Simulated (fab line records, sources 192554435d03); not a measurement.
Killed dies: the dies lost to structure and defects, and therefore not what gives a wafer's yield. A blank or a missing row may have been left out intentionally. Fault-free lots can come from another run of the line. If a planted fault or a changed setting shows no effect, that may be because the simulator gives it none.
Chamber matching -- flow n5_finfet -- N5_PMOS_HMC_CHANNEL_EPI_HM_OPEN_15 on rie_diel-03 has 4 sister chambers
The step chemistry CHF3/O2, target SiO2, target depth 40.6 nm, time 20.3 s. 8 wafers are shown with their chamber, then 12 later ones without.

WAFERS PAIRED WITH THEIR CHAMBERS
wafer,chamber,drypump_motor_current_A (A),showerhead_plenum_p_Torr (Torr)
L084.1,3,4.9,2.51
L086.2,1,6.5,2.42
L088.1,1,6.4,2.42
L088.2,3,4.9,2.51
L089.6,0,6.0,2.46
L091.1,2,5.4,2.49
L091.4,0,6.0,2.45
L091.5,2,5.4,2.49

WAFERS WITHOUT THEIR CHAMBER
wafer,drypump_motor_current_A (A),showerhead_plenum_p_Torr (Torr)
L092.1,6.5,2.42
L092.3,6.0,2.45
L092.5,6.0,2.45
L093.3,4.9,2.50
L093.4,6.5,2.42
L093.6,4.9,2.50
L095.2,5.4,2.49
L095.4,6.0,2.45
L095.5,6.5,2.41
L097.1,4.9,2.50
L097.4,6.4,2.41
L097.6,4.9,2.50

CHAMBER TAKEN BY EACH
wafer,from the rows above,in truth
L092.1,1,1
L092.3,0,0
L092.5,0,0
L093.3,3,3
L093.4,1,1
L093.6,3,3
L095.2,2,2
L095.4,0,0
L095.5,1,1
L097.1,3,3
L097.4,1,1
L097.6,3,3
Correct placement for 12 of the 12. Number that these rows cannot place: 0. Placed wrongly: 0.
How it was worked out, from the rows above alone: a wafer's distance from a chamber is the root of the sum, over the readings, of the square of ((its reading less the chamber's mean) divided by the reading's scatter). If the next closest chamber is less than 2 further off than the closest, the wafer can't be placed; otherwise it belongs to the closest. Each chamber's mean is taken over the wafers shown for it. The scatter: the root of (the sum of the squares of (reading less its chamber's mean) over the shown wafers, divided by (wafers less chambers)).
